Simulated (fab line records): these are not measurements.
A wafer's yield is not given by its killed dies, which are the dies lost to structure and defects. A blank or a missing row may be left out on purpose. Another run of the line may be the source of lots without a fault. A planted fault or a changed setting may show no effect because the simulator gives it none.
fab line records    flow n5_finfet
record lots=9  wafers=27  last_day=17
route steps=1938 shown GATE_CUT@475 BEOL_M4@1111 PASSIVATION@1936
lots that met no fault: from a run of the same line without faults
start_h: hours from the record's opening day to when the first of the lot's shown wafers began    wait_h: time in hours since the lot's previous step    " same as the row above    L1.1+2: one row covering several wafers at once    - no value, or no start was given    * or withheld: withheld    < > ~ a bound
route shown NAME@n: a module of which the file shows steps, and the number in the route of the first    usual: mean and standard deviation over wafers with no fault    same: alike in all rows    chamber/n: place in a boat    sites: readings site by site    _std_site: their standard deviation    _edge_site: inner sites' mean taken away from outer sites' mean    radius_mm: how far each site lies from the wafer's centre    mask NAME#n: copy n    behind: the last tool/chamber to shape the wafer    hold: the reason the lot was held/the length of the hold in hours/how it ended    device: the transistor (n, p or np) that didn't switch    end of line: at the end of the route, the tests of the same wafers    a step given without rows: its recipe and nothing more    killed: dies lost to structure and defects at the first sort, not the wafer's yield    map: dies across one wafer; x = killed, . = not, _ = none there
set.NAME: setting as actually run; set.NAME@STEP: the setting as run at that earlier step    model.NAME: the simulator's own value behind a step, which no gauge read
one table for each step of the route and one row for each wafer, over a sample of lots
services: a tool's chamber out of use, with start hour (start_h, from the record's first day; less than 0 if before it), hours out, and reason
## steps
# step N5_GATE_CUT_CMP_02
# recipe stop_on=SiO2  t_overpolish_s=12.7  post_cmp_clean=alkaline_brush  down_force_psi=2.5  platen_rpm=51.8  pad_velocity_m_s=1.0307  target_thk_nm=0
# usual motor_current_A=9.7/0.96  overpolish_run_s=12.699/0.0091  pad_life_wafers=1062/480  time_to_endpoint_s=24.9/2.1
lot.wafer  tool    chamber  start_h  wait_h  motor_current_A  overpolish_run_s  pad_life_wafers  time_to_endpoint_s
L954.3     cmp-04  2        96.38    0.1     10.1             12.728            314              23.2
L954.6     "       0        "        "       7.8              12.702            -                27.0
L954.5     "       1        "        "       10.8             12.706            -                24.5
L959.3     cmp-04  2        126.84   0.1     10.3             12.681            547              24.7
L959.5     "       1        "        "       10.9             12.701            -                24.4
L959.6     "       2        "        "       10.3             12.690            -                22.8
L961.1     cmp-01  1        137.58   0.1     8.2              12.704            930              24.2
L961.4     "       3        "        "       10.7             12.692            932              21.2
L961.5     "       1        "        "       8.3              12.690            -                24.2
L962.1     cmp-04  2        144.39   0.1     11.0             12.698            709              23.1
L962.2     "       0        "        "       8.1              12.701            711              23.9
L962.6     "       1        "        "       10.7             12.707            -                24.4
L963.3     cmp-03  1        148.50   0.1     10.3             12.685            1682             27.0
L963.5     "       3        "        "       9.1              12.689            -                26.8
L963.6     "       0        "        "       8.9              12.706            -                25.6
L965.1     cmp-04  1        161.55   0.1     10.1             12.700            841              23.2
L965.2     "       2        "        "       10.2             12.700            842              23.2
L965.3     "       3        "        "       9.9              12.694            843              25.0
L973.4     cmp-01  1        208.31   0.1     8.5              12.699            1524             27.3
L973.2     "       0        "        "       11.4             12.695            1527             25.4
L973.5     "       1        "        "       7.8              12.698            -                26.7
L974.3     cmp-01  0        219.98   0.1     10.9             12.714            1627             25.1
L974.1     "       1        "        "       8.7              12.707            1628             24.7
L974.6     "       3        "        "       9.7              12.693            -                24.5
L975.3     cmp-04  1        220.17   0.1     10.3             12.701            1280             22.5
L975.4     "       2        "        "       10.6             12.693            1281             23.3
L975.6     "       0        "        "       8.1              12.697            -                22.6
# step N5_GATE_CUT_DESCUM_18
# recipe chemistry=O2  time_s=7  source_power_w=50  bias_power_w=20  pressure_mtorr=20  rf_frequency_hz=2.712e+07  temp_c=40  resist=CAR-EUV  o2_flow_sccm=225
# usual drypump_motor_current_A=5.7/0.53  oes_product_au=0.80/0.091  rf_vpp_V=243.8/1.2  showerhead_plenum_p_Torr=2.12/0.063  throttle_valve_pct=20.36/0.28
# same time_s=7
lot.wafer  tool         chamber  start_h  wait_h  drypump_motor_current_A  oes_product_au  rf_hours_counter_h  rf_vpp_V  showerhead_plenum_p_Torr  throttle_valve_pct
L954.3     rie_diel-02  2        97.64    0.1     5.1                      0.84            59                  241.6     2.04                      20.40
L954.5     "            0        "        "       6.1                      0.78            -                   245.3     2.19                      19.99
L954.6     "            1        "        "       5.8                      0.71            -                   243.7     2.06                      20.80
L959.3     rie_diel-02  1        127.86   0.2     5.8                      0.70            223                 243.7     2.06                      20.80
L959.5     "            1        "        "       5.8                      0.70            -                   242.4     2.06                      20.82
L959.6     "            0        "        "       6.1                      0.77            -                   245.2     2.18                      20.02
L961.1     rie_diel-03  2        138.38   0.0     6.4                      0.90            26                  245.7     2.22                      20.16
L961.4     "            0        "        "       5.7                      0.98            6                   241.6     2.06                      19.89
L961.5     "            0        "        "       5.7                      0.98            -                   244.8     2.06                      19.89
L962.1     rie_diel-02  3        145.59   0.3     4.9                      0.70            225                 243.5     2.15                      20.54
L962.2     "            0        "        "       6.1                      0.76            134                 244.5     2.18                      20.00
L962.6     "            0        "        "       6.1                      0.77            -                   245.0     2.18                      20.00
L963.3     rie_diel-03  3        149.36   0.0     5.7                      0.93            17                  243.2     2.14                      20.31
L963.5     "            1        "        "       6.6                      0.73            -                   243.5     2.16                      20.44
L963.6     "            2        "        "       6.4                      0.89            -                   246.4     2.22                      20.19
L965.1     rie_diel-01  0        162.61   0.2     5.8                      0.85            44                  243.6     2.22                      20.54
L965.2     "            2        "        "       4.8                      0.84            75                  242.5     2.03                      20.13
L965.3     "            3        "        "       5.5                      0.89            31                  243.9     2.14                      20.34
L973.2     rie_diel-02  0        209.25   0.0     6.1                      0.76            150                 246.3     2.17                      20.02
L973.4     "            1        "        "       5.8                      0.69            249                 243.8     2.05                      20.85
L973.5     "            0        "        "       6.2                      0.76            -                   245.2     2.17                      20.05
L974.1     rie_diel-02  0        220.86   0.0     6.1                      0.75            154                 245.7     2.17                      20.04
L974.3     "            2        "        "       5.1                      0.79            94                  242.0     2.02                      20.46
L974.6     "            2        "        "       5.1                      0.80            -                   242.8     2.02                      20.45
L975.3     rie_diel-03  3        221.22   0.2     5.8                      0.90            37                  243.3     2.14                      20.34
L975.4     "            2        "        "       6.4                      0.87            51                  243.5     2.21                      20.22
L975.6     "            3        "        "       5.7                      0.89            -                   242.2     2.14                      20.32
# step N5_GATE_CUT_HM_OPEN_40
# recipe chemistry=C4F6/O2  target=SiO2  mask_material=SiARC  target_depth_a=1390  time_s=85.1  ion_energy_ev=250  pressure_mtorr=30  source_w=345  bias_w=185  Ar_flow_sccm=300  C4F6_flow_sccm=10  O2_flow_sccm=10  ends=cleared
# usual drypump_motor_current_A=5.7/0.53  etch_rf_on_time_s=93.6/1.5  oes_product_au=0.72/0.082  rf_vpp_V=667/4.5  showerhead_plenum_p_Torr=2.88/0.08  throttle_valve_pct=20.9/0.31
lot.wafer  tool         chamber  start_h  wait_h  drypump_motor_current_A  etch_rf_on_time_s  oes_product_au  rf_hours_counter_h  rf_vpp_V  showerhead_plenum_p_Torr  throttle_valve_pct
L954.3     rie_diel-02  2        97.80    0.0     5.0                      92.0               0.76            59                  660       2.78                      21.0
L954.5     "            0        "        "       6.1                      96.9               0.71            -                   667       2.96                      20.5
L954.6     "            1        "        "       5.8                      94.6               0.63            -                   666       2.82                      21.4
L959.3     rie_diel-02  1        128.02   0.0     5.8                      91.9               0.63            223                 665       2.82                      21.4
L959.5     "            1        "        "       5.8                      94.0               0.63            -                   666       2.82                      21.4
L959.6     "            0        "        "       6.1                      93.3               0.70            -                   667       2.96                      20.5
L961.1     rie_diel-03  2        138.54   0.0     6.4                      92.4               0.80            26                  660       3.02                      20.7
L961.4     "            0        "        "       5.7                      94.8               0.88            6                   673       2.80                      20.4
L961.5     "            0        "        "       5.7                      95.2               0.87            -                   673       2.80                      20.4
L962.1     rie_diel-02  3        145.75   0.0     4.9                      94.4               0.63            225                 671       2.92                      21.1
L962.2     "            0        "        "       6.1                      92.5               0.70            134                 666       2.95                      20.5
L962.6     "            0        "        "       6.1                      92.1               0.71            -                   668       2.96                      20.5
L963.3     rie_diel-03  3        149.52   0.0     5.8                      90.9               0.84            17                  668       2.90                      20.8
L963.5     "            1        "        "       6.6                      94.5               0.66            -                   667       2.93                      21.0
L963.6     "            2        "        "       6.4                      92.7               0.80            -                   662       3.02                      20.7
L965.1     rie_diel-01  0        162.77   0.0     5.8                      91.2               0.77            45                  668       3.02                      21.1
L965.2     "            2        "        "       4.9                      90.4               0.76            75                  665       2.76                      20.6
L965.3     "            3        "        "       5.5                      92.1               0.81            31                  680       2.91                      20.9
L973.2     rie_diel-02  0        209.41   0.0     6.1                      92.3               0.69            150                 666       2.95                      20.5
L973.4     "            1        "        "       5.8                      154.8              0.51            249                 666       2.81                      21.4
L973.5     "            0        "        "       6.1                      154.9              0.57            -                   665       2.95                      20.5
L974.1     rie_diel-02  0        221.02   0.0     6.1                      93.5               0.68            154                 666       2.95                      20.5
L974.3     "            2        "        "       5.1                      92.3               0.72            94                  660       2.77                      21.0
L974.6     "            2        "        "       5.1                      153.7              0.61            -                   660       2.76                      20.9
L975.3     rie_diel-03  3        221.38   0.0     5.7                      91.7               0.81            37                  667       2.89                      20.8
L975.4     "            2        "        "       6.4                      95.3               0.77            51                  660       3.01                      20.8
L975.6     "            3        "        "       5.7                      91.9               0.81            -                   669       2.89                      20.8
# step N5_GATE_CUT_CUT_ETCH_55
# recipe chemistry=BCl3  target=HfO2  mask_material=SiO2  target_depth_a=32  ion_energy_ev=30  pressure_mtorr=5  icp_w=450  bias_w=18  bcl3_flow_sccm=80
# usual drypump_motor_current_A=5.9/0.43  oes_product_au=0.74/0.083  throttle_valve_pct=33.27/0.23
lot.wafer  tool          chamber  start_h  wait_h  drypump_motor_current_A  oes_product_au  rf_hours_counter_h  throttle_valve_pct
L954.3     rie_metal-01  1        98.16    0.0     6.0                      0.71            -                   33.03
L954.5     "             1        "        "       5.9                      0.71            -                   33.03
L954.6     "             0        "        "       5.0                      0.75            -                   33.03
L959.3     rie_metal-02  0        128.38   0.0     6.0                      0.67            -                   33.24
L959.5     "             0        "        "       6.0                      0.67            -                   33.22
L959.6     "             1        "        "       6.3                      0.67            -                   33.68
L961.1     rie_metal-02  0        138.89   0.0     6.0                      0.68            84                  33.24
L961.4     "             0        "        "       6.0                      0.68            -                   33.24
L961.5     "             0        "        "       6.0                      0.67            -                   33.24
L962.1     rie_metal-03  0        146.22   0.1     6.1                      0.81            44                  33.25
L962.2     "             0        "        "       6.1                      0.81            -                   33.22
L962.6     "             0        "        "       6.1                      0.81            -                   33.25
L963.3     rie_metal-02  0        149.88   0.0     6.0                      0.67            -                   33.21
L963.5     "             0        "        "       6.0                      0.67            -                   33.23
L963.6     "             1        "        "       6.3                      0.67            -                   33.67
L965.1     rie_metal-03  0        163.12   0.0     6.1                      0.80            45                  33.23
L965.2     "             1        "        "       6.0                      0.95            1                   33.49
L965.3     "             1        "        "       6.0                      0.95            -                   33.51
L973.2     rie_metal-02  0        209.76   0.0     6.0                      0.65            91                  33.23
L973.4     "             1        "        "       6.3                      0.65            -                   33.68
L973.5     "             0        "        "       6.0                      0.66            -                   33.22
L974.1     rie_metal-03  1        221.37   0.0     6.0                      0.90            6                   33.51
L974.3     "             0        "        "       6.1                      0.79            -                   33.25
L974.6     "             1        "        "       6.1                      0.90            -                   33.50
L975.3     rie_metal-01  1        221.74   0.0     5.9                      0.70            -                   33.09
L975.4     "             0        "        "       5.0                      0.72            -                   33.05
L975.6     "             0        "        "       5.0                      0.72            -                   33.05
# step N5_BEOL_M4_RC_MEAS_101
# usual DIBL_N=36.3/1.4  DIBL_P=36.2/1.5  IOFF_N=0.160/0.021  IOFF_P=0.211/0.027  ION_N=676/7.7  ION_P=463/5.5  SS_N=71.4/0.57  SS_P=73.3/0.58  VT_N=249.3/2.5  VT_P=-250.1/2.6
lot.wafer  tool       chamber  start_h  wait_h  DIBL_N[mV/V]  DIBL_P[mV/V]  IOFF_N[nA/um]  IOFF_P[nA/um]  ION_N[uA/um]  ION_P[uA/um]  SS_N[mV/dec]  SS_P[mV/dec]  VT_N[mV]  VT_P[mV]
L954.3     prober-01  0        186.48   0.3     34.7          35.4          0.147          0.193          674           461           70.8          72.1          249.7     -250.8
L954.5     "          0        "        "       35.4          35.5          0.154          0.193          673           457           71.6          73.2          250.8     -250.3
L954.6     "          0        "        "       35.9          36.0          0.162          0.212          676           463           71.6          72.9          249.0     -249.7
L959.3     prober-01  0        214.55   0.3     37.1          35.6          0.154          0.203          673           460           71.1          73.5          250.1     -250.2
L959.5     "          0        "        "       35.9          34.0          0.139          0.198          677           469           70.9          72.5          249.1     -248.9
L959.6     "          0        "        "       36.6          34.4          0.144          0.193          665           468           70.8          72.9          248.3     -249.8
L961.1     prober-02  0        222.49   0.0     34.5          35.8          0.155          0.194          687           471           71.6          72.5          249.1     -251.3
L961.4     "          0        "        "       34.5          35.7          0.148          0.189          685           462           71.3          72.8          249.6     -249.6
L961.5     "          0        "        "       34.8          36.1          0.159          0.199          690           467           71.2          73.2          249.1     -253.2
L963.3     prober-01  0        238.67   0.3     34.4          35.3          0.131          0.202          670           464           71.1          72.9          252.5     -251.6
L963.5     "          0        "        "       36.0          37.7          0.168          0.234          674           470           71.9          74.5          247.5     -246.9
L963.6     "          0        "        "       35.0          35.8          0.136          0.205          660           456           71.7          73.6          252.5     -250.2
L962.1     prober-01  0        244.78   0.0     34.8          33.4          0.129          0.172          665           459           71.0          72.6          253.6     -249.8
L962.2     "          0        "        "       37.6          37.7          0.172          0.227          680           464           71.2          73.9          246.5     -248.4
L962.6     "          0        "        "       35.2          33.9          0.131          0.173          677           459           71.1          72.5          250.5     -249.7
L965.1     prober-01  0        260.55   0.0     34.9          35.2          0.158          0.207          677           462           71.9          73.0          249.8     -250.5
L965.2     "          0        "        "       36.3          37.1          0.175          0.234          687           473           71.6          73.6          248.8     -247.4
L965.3     "          0        "        "       35.6          36.3          0.160          0.216          682           464           71.2          73.1          248.1     -248.5
L973.2     prober-01  0        300.78   0.2     36.7          38.9          0.172          0.245          678           468           71.2          73.8          248.6     -249.6
L973.4     "          0        "        "       34.1          35.2          0.128          0.191          662           462           70.9          72.5          250.9     -248.4
L973.5     "          0        "        "       34.5          36.2          0.141          0.199          671           461           70.6          73.5          251.8     -251.2
L974.1     prober-01  0        308.31   0.0     36.9          37.2          0.179          0.233          680           468           71.7          73.4          249.0     -246.6
L974.3     "          0        "        "       36.1          36.4          0.162          0.231          683           469           71.4          74.0          249.9     -250.1
L974.6     "          0        "        "       37.2          37.9          0.189          0.242          687           471           72.7          74.3          247.6     -248.8
L975.3     prober-01  0        313.48   0.3     36.2          36.6          0.155          0.221          673           465           71.6          74.1          250.7     -249.9
L975.4     "          0        "        "       35.2          34.4          0.125          0.181          660           451           70.8          73.0          253.3     -250.6
L975.6     "          0        "        "       37.5          37.0          0.157          0.228          673           460           71.8          74.3          250.6     -249.8
# step N5_PASSIVATION_PROBE_49
# usual defect_limited_yield=91.3/1.4  killed_at_M0_to_M3=34/10  killed_at_M4_up=13/4.8  killed_at_contacts=12/6.1  killed_at_front_end=40/11  killed_at_other=3.7/2.8  killed_dies=103/16  killed_on_rim=13/3.6  killed_open=67/12  killed_short=34/7.4  sort_bin_5_function=5.1/0.95  sort_bin_6_memory=3.2/0.62  sort_n_pass=1077/16  sort_yield_pct=91.3/1.4
# same gross_dies=1180  killed_at_back_side=0  sort_bin_4_leakage[%]=0  sort_bin_8_speed[%]=0
lot.wafer  tool       chamber  start_h  wait_h  defect_limited_yield[%]  killed_at_M0_to_M3  killed_at_M4_up  killed_at_contacts  killed_at_front_end  killed_at_other  killed_dies  killed_on_rim  killed_open  killed_short  sort_bin_5_function[%]  sort_bin_6_memory[%]  sort_n_pass  sort_yield_pct[%]
L954.3     prober-02  -        288.49   0.1     90.8                     32                  14               21                  34                   8                109          16             77           32            5.8                     3.1                   1071         90.8
L954.5     prober-02  -        288.59   0.2     91.4                     21                  28               10                  42                   1                102          11             76           26            5.9                     2.3                   1078         91.4
L954.6     prober-02  -        288.64   0.3     93.3                     30                  11               7                   28                   3                79           11             46           32            3.6                     2.7                   1101         93.3
L959.3     prober-02  -        315.84   0.1     91.2                     34                  11               14                  36                   9                104          13             70           34            5.5                     3.1                   1076         91.2
L959.5     prober-02  -        315.94   0.2     90.1                     40                  18               15                  38                   6                117          16             75           42            5.7                     3.8                   1063         90.1
L959.6     prober-02  -        315.99   0.3     90.5                     49                  13               15                  30                   5                112          9              73           39            5.7                     3.4                   1068         90.5
L961.1     prober-01  -        323.44   0.0     90.8                     24                  13               10                  57                   4                108          15             66           42            5.1                     3.8                   1072         90.8
L961.4     prober-01  -        323.59   0.2     91.6                     29                  9                2                   53                   6                99           17             73           25            5.0                     3.1                   1081         91.6
L961.5     prober-01  -        323.64   0.2     89.6                     51                  21               11                  38                   2                123          16             84           37            7.0                     2.6                   1057         89.6
L963.3     prober-02  -        337.36   0.1     90.7                     37                  15               9                   43                   6                110          15             68           37            4.6                     4.2                   1070         90.7
L963.5     prober-02  -        337.46   0.2     90.7                     38                  7                9                   54                   2                110          14             78           30            4.9                     4.1                   1070         90.7
L963.6     prober-02  -        337.51   0.3     93.1                     27                  11               1                   38                   4                81           10             57           21            3.8                     2.6                   1099         93.1
L962.1     prober-02  -        356.15   0.0     92.3                     30                  9                6                   39                   7                91           12             46           43            4.2                     3.3                   1089         92.3
L962.2     prober-02  -        356.20   0.1     91.6                     36                  19               12                  30                   2                99           10             62           34            4.8                     3.1                   1081         91.6
L962.6     prober-02  -        356.40   0.3     91.9                     37                  13               12                  29                   5                96           15             51           43            5.0                     2.5                   1084         91.9
L965.1     prober-01  -        362.08   0.0     89.2                     53                  16               13                  44                   2                128          16             80           44            6.9                     3.6                   1052         89.2
L965.2     prober-01  -        362.13   0.1     89.6                     35                  21               16                  49                   2                123          21             79           43            6.5                     3.5                   1057         89.6
L965.3     prober-01  -        362.18   0.1     91.5                     16                  10               15                  53                   6                100          14             69           28            5.3                     3.1                   1080         91.5
L973.2     prober-02  -        400.49   0.1     91.0                     38                  17               17                  33                   1                106          13             65           37            4.2                     4.0                   1074         91.0
L973.4     prober-02  -        400.59   0.2     92.3                     33                  17               12                  29                   0                91           17             51           36            4.5                     2.9                   1089         92.3
L973.5     prober-02  -        400.64   0.2     91.7                     37                  11               12                  35                   3                98           12             63           30            5.8                     1.9                   1082         91.7
L974.1     prober-02  -        410.92   0.0     88.4                     32                  18               15                  65                   7                137          18             87           49            7.2                     3.7                   1043         88.4
L974.3     prober-02  -        411.02   0.1     92.5                     23                  7                12                  42                   5                89           12             61           27            4.4                     2.8                   1091         92.5
L974.6     prober-02  -        411.17   0.3     90.3                     42                  9                7                   51                   6                115          23             72           42            5.3                     4.0                   1065         90.3
L975.3     prober-02  -        416.13   0.1     92.2                     22                  7                15                  45                   3                92           13             61           29            4.7                     2.7                   1088         92.2
L975.4     prober-02  -        416.18   0.2     91.4                     36                  13               21                  29                   2                101          18             65           35            5.6                     2.9                   1079         91.4
L975.6     prober-02  -        416.28   0.3     89.2                     53                  19               13                  42                   1                128          13             89           36            6.4                     4.1                   1052         89.2
# killed by level:class
L954.3 MOL_CONTACT_COAG:geometric_particle:open=20 BEOL_M0_SAQP:geometric_particle:short=8 STI_FIN_REVEAL:geometric_particle:open=7 BEOL_M1:geometric_particle:open=7 BEOL_M2:geometric_particle:open=7 FIN_SAQP:geometric_particle:open=6 BEOL_M4:geometric_particle:open=6 BEOL_M3:geometric_particle:open=5
L954.5 BEOL_M4:geometric_particle:open=20 FIN_SAQP:geometric_particle:open=12 STI_FIN_REVEAL:geometric_particle:open=9 MOL_CONTACT_COAG:geometric_particle:open=9 FIN_SAQP:geometric_particle:short=7 BEOL_M0_SAQP:geometric_particle:short=5 BEOL_M2:geometric_particle:open=5 BEOL_M4:geometric_particle:short=4
L954.6 FIN_SAQP:geometric_particle:short=8 BEOL_M2:geometric_particle:open=7 BEOL_M0_SAQP:geometric_particle:short=6 FIN_SAQP:geometric_particle:open=5 MOL_CONTACT_COAG:geometric_particle:open=5 BEOL_M0_SAQP:geometric_particle:open=5 BEOL_M3:geometric_particle:open=5 BEOL_M1:geometric_particle:open=4
L959.3 STI_FIN_REVEAL:geometric_particle:open=13 MOL_CONTACT_COAG:geometric_particle:open=12 BEOL_M0_SAQP:geometric_particle:open=12 BEOL_M0_SAQP:geometric_particle:short=7 BEOL_M3:geometric_particle:open=7 STI_FIN_REVEAL:geometric_particle:short=5 MIM_TOP_ETCH:geometric_particle:open=5 BEOL_M2:geometric_particle:open=4
L959.5 BEOL_M0_SAQP:geometric_particle:short=12 MOL_CONTACT_COAG:geometric_particle:open=11 BEOL_M0_SAQP:geometric_particle:open=11 STI_FIN_REVEAL:geometric_particle:open=7 DUMMY_GATE:geometric_particle:open=7 BEOL_M4:geometric_particle:open=6 BEOL_M4:geometric_particle:short=6 BEOL_M3:geometric_particle:open=6
L959.6 BEOL_M0_SAQP:geometric_particle:short=18 BEOL_M0_SAQP:geometric_particle:open=15 MOL_CONTACT_COAG:geometric_particle:open=12 BEOL_M3:geometric_particle:open=9 FIN_SAQP:geometric_particle:open=5 ILD0:geometric_particle:open=5 BEOL_M1:geometric_particle:open=4 BEOL_M4:geometric_particle:open=4
L961.1 FIN_SAQP:geometric_particle:open=19 FIN_SAQP:geometric_particle:short=14 MOL_CONTACT_COAG:geometric_particle:open=8 BEOL_M0_SAQP:geometric_particle:short=8 BEOL_M3:geometric_particle:open=7 DUMMY_GATE:geometric_particle:open=5 BEOL_M4:geometric_particle:short=5 STI_FIN_REVEAL:geometric_particle:open=3
L961.4 FIN_SAQP:geometric_particle:open=18 BEOL_M2:geometric_particle:open=11 DUMMY_GATE:geometric_particle:open=8 STI_FIN_REVEAL:geometric_particle:open=6 BEOL_M3:geometric_particle:open=6 BEOL_M2:geometric_particle:short=5 STI_FIN_REVEAL:geometric_particle:short=5 FIN_SAQP:geometric_particle:short=4
L961.5 BEOL_M0_SAQP:geometric_particle:short=16 BEOL_M0_SAQP:geometric_particle:open=13 DUMMY_GATE:geometric_particle:open=8 MOL_CONTACT_COAG:geometric_particle:open=8 FIN_SAQP:geometric_particle:open=7 BEOL_M3:geometric_particle:open=7 BEOL_M1:geometric_particle:open=7 BEOL_M5:geometric_particle:open=7
L963.3 FIN_SAQP:geometric_particle:short=11 FIN_SAQP:geometric_particle:open=9 BEOL_M2:geometric_particle:open=9 MOL_CONTACT_COAG:geometric_particle:open=8 BEOL_M1:geometric_particle:open=6 BEOL_M4:geometric_particle:open=6 BEOL_M0_SAQP:geometric_particle:short=5 STI_FIN_REVEAL:geometric_particle:open=4
L963.5 STI_FIN_REVEAL:geometric_particle:open=19 FIN_SAQP:geometric_particle:open=9 BEOL_M0_SAQP:geometric_particle:open=9 BEOL_M2:geometric_particle:open=9 MOL_CONTACT_COAG:geometric_particle:open=7 BEOL_M1:geometric_particle:open=6 GATE_CUT:geometric_particle:open=5 FIN_SAQP:geometric_particle:short=4
L963.6 STI_FIN_REVEAL:geometric_particle:open=8 FIN_SAQP:geometric_particle:open=7 BEOL_M2:geometric_particle:open=6 BEOL_M0:geometric_particle:open=5 BEOL_M1:geometric_particle:open=5 GATE_CUT:geometric_particle:short=4 BEOL_M0_SAQP:geometric_particle:open=4 BEOL_M4:geometric_particle:open=4
L962.1 BEOL_M2:geometric_particle:open=9 FIN_SAQP:geometric_particle:short=8 GATE_CUT:geometric_particle:short=7 BEOL_M0_SAQP:geometric_particle:short=6 MOL_CONTACT_COAG:geometric_particle:open=5 BEOL_M4:geometric_particle:open=5 FIN_SAQP:geometric_particle:open=4 STARTING-WAFER:geometric_particle:short=4
L962.2 BEOL_M0_SAQP:geometric_particle:open=10 BEOL_M4:geometric_particle:open=10 MOL_CONTACT_COAG:geometric_particle:open=9 BEOL_M0_SAQP:geometric_particle:short=9 BEOL_M2:geometric_particle:open=5 FIN_SAQP:geometric_particle:short=4 GATE_CUT:geometric_particle:short=4 BEOL_M3:geometric_particle:open=4
L962.6 BEOL_M0_SAQP:geometric_particle:short=13 MOL_CONTACT_COAG:geometric_particle:open=9 BEOL_M1:geometric_particle:open=9 BEOL_M0_SAQP:geometric_particle:open=6 BEOL_M4:geometric_particle:open=6 FIN_SAQP:geometric_particle:short=5 STI_FIN_REVEAL:geometric_particle:open=4 GATE_CUT:geometric_particle:short=4
L965.1 STI_FIN_REVEAL:geometric_particle:open=15 BEOL_M0_SAQP:geometric_particle:short=14 MOL_CONTACT_COAG:geometric_particle:open=12 BEOL_M3:geometric_particle:open=10 BEOL_M1:geometric_particle:open=9 FIN_SAQP:geometric_particle:open=6 BEOL_M0_SAQP:geometric_particle:open=6 BEOL_M4:geometric_particle:short=6
L965.2 MOL_CONTACT_COAG:geometric_particle:open=13 BEOL_M0_SAQP:geometric_particle:open=10 FIN_SAQP:geometric_particle:open=9 STI_FIN_REVEAL:geometric_particle:open=9 BEOL_M4:geometric_particle:short=8 FIN_SAQP:geometric_particle:short=7 BEOL_M0_SAQP:geometric_particle:short=7 BEOL_M4:geometric_particle:open=6
L965.3 STI_FIN_REVEAL:geometric_particle:open=14 MOL_CONTACT_COAG:geometric_particle:open=12 FIN_SAQP:geometric_particle:open=7 STI_FIN_REVEAL:geometric_particle:short=5 GATE_CUT:geometric_particle:short=5 GATE_CUT:geometric_particle:open=4 BEOL_M1:geometric_particle:open=4 BEOL_M2:geometric_particle:open=4
L973.2 MOL_CONTACT_COAG:geometric_particle:open=15 BEOL_M0_SAQP:geometric_particle:open=13 BEOL_M0_SAQP:geometric_particle:short=12 BEOL_M4:geometric_particle:open=8 FIN_SAQP:geometric_particle:open=5 BEOL_M1:geometric_particle:open=5 DUMMY_GATE:geometric_particle:open=4 DUMMY_GATE:geometric_particle:short=4
L973.4 BEOL_M0_SAQP:geometric_particle:open=14 BEOL_M0_SAQP:geometric_particle:short=8 MOL_CONTACT_COAG:geometric_particle:open=7 FIN_SAQP:geometric_particle:short=6 GATE_CUT:geometric_particle:short=5 MOL_CONTACT_COAG:geometric_particle:short=5 BEOL_M4:geometric_particle:short=5 BEOL_M4:geometric_particle:open=5
L973.5 MOL_CONTACT_COAG:geometric_particle:open=10 BEOL_M0_SAQP:geometric_particle:open=9 BEOL_M0_SAQP:geometric_particle:short=8 BEOL_M0:geometric_particle:open=7 DUMMY_GATE:geometric_particle:open=5 BEOL_M3:geometric_particle:open=5 FIN_SAQP:geometric_particle:open=4 ILD0:geometric_particle:short=4
L974.1 FIN_SAQP:geometric_particle:short=18 STI_FIN_REVEAL:geometric_particle:open=15 FIN_SAQP:geometric_particle:open=13 MOL_CONTACT_COAG:geometric_particle:open=10 BEOL_M1:geometric_particle:open=10 BEOL_M4:geometric_particle:open=10 BEOL_M0_SAQP:geometric_particle:short=8 GATE_CUT:geometric_particle:short=6
L974.3 STI_FIN_REVEAL:geometric_particle:open=12 MOL_CONTACT_COAG:geometric_particle:open=9 BEOL_M3:geometric_particle:open=6 FIN_SAQP:geometric_particle:short=5 BEOL_M0_SAQP:geometric_particle:short=5 BEOL_M1:geometric_particle:open=5 STI_FIN_REVEAL:geometric_particle:short=4 SPACER0:geometric_particle:open=4
L974.6 BEOL_M0_SAQP:geometric_particle:open=15 BEOL_M0_SAQP:geometric_particle:short=14 FIN_SAQP:geometric_particle:open=13 FIN_SAQP:geometric_particle:short=8 STI_FIN_REVEAL:geometric_particle:open=8 BEOL_M2:geometric_particle:open=8 GATE_CUT:geometric_particle:short=7 MOL_CONTACT_COAG:geometric_particle:open=6
L975.3 MOL_CONTACT_COAG:geometric_particle:open=13 STI_FIN_REVEAL:geometric_particle:open=9 DUMMY_GATE:geometric_particle:open=6 BEOL_M2:geometric_particle:open=6 BEOL_M0_SAQP:geometric_particle:short=5 ILD0:geometric_particle:short=5 BEOL_M0_SAQP:geometric_particle:open=5 GATE_CUT:geometric_particle:short=4
L975.4 MOL_CONTACT_COAG:geometric_particle:open=16 BEOL_M2:geometric_particle:short=7 BEOL_M0_SAQP:geometric_particle:open=7 BEOL_M0_SAQP:geometric_particle:short=7 GATE_CUT:geometric_particle:short=6 BEOL_M4:geometric_particle:open=6 BEOL_M3:geometric_particle:open=6 MOL_CONTACT_COAG:geometric_particle:short=5
L975.6 BEOL_M0_SAQP:geometric_particle:open=13 MOL_CONTACT_COAG:geometric_particle:open=11 BEOL_M3:geometric_particle:open=11 STI_FIN_REVEAL:geometric_particle:open=9 BEOL_M0_SAQP:geometric_particle:short=9 BEOL_M4:geometric_particle:open=8 DUMMY_GATE:geometric_particle:open=7 GATE_CUT:geometric_particle:open=5
## services
tool          chamber  start_h  hours  kind
rie_diel-03   2        73.19    12.5   repair
cmp-01        -        77.74    0.2    repair
rie_metal-01  1        77.91    5.6    repair
cmp-04        -        81.23    0.3    repair
rie_metal-01  1        86.02    2.4    repair
cmp-04        -        87.50    0.6    repair
cmp-04        -        88.29    5.5    pm
rie_diel-02   3        88.48    5.4    repair
cmp-04        -        100.79   0.7    repair
cmp-04        -        104.28   4.8    pm
cmp-01        -        121.17   3.7    repair
rie_diel-01   3        135.89   14.2   repair
cmp-01        -        140.30   2.7    repair
rie_diel-02   0        141.71   3.3    repair
rie_diel-03   3        151.46   4.3    repair
cmp-01        -        157.30   1.3    repair
cmp-04        -        159.52   1.4    repair
rie_metal-01  1        161.67   9.4    repair
rie_diel-03   2        170.31   8.0    repair
cmp-04        -        171.25   1.6    repair
cmp-04        -        189.08   0.5    repair
cmp-04        -        200.94   6.7    repair
rie_diel-03   3        214.67   3.1    repair
rie_diel-02   -        219.04   0.7    repair
## key
first_sign step=N5_GATE_CUT_HM_OPEN_40  reading=etch_rf_on_time_s  direction=up  sigmas=40  usual=*  struck=*
effect none on later readings
met_at N5_GATE_CUT_HM_OPEN_40
struck_lots L973,L974
struck_wafers L973.4,L973.5,L974.6
not_acting_at N5_GATE_CUT_CMP_02,N5_GATE_CUT_DESCUM_18,N5_GATE_CUT_CUT_ETCH_55
onset_between 145.75 209.41
fault kind=process_parameter_drift  tool=rie_diel-02  chamber=-  onset_h=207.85  steps=N5_GATE_CUT_HM_OPEN_40  channel=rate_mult  offset=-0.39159  shape=step  end_h=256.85  scope=struck_wafers_only
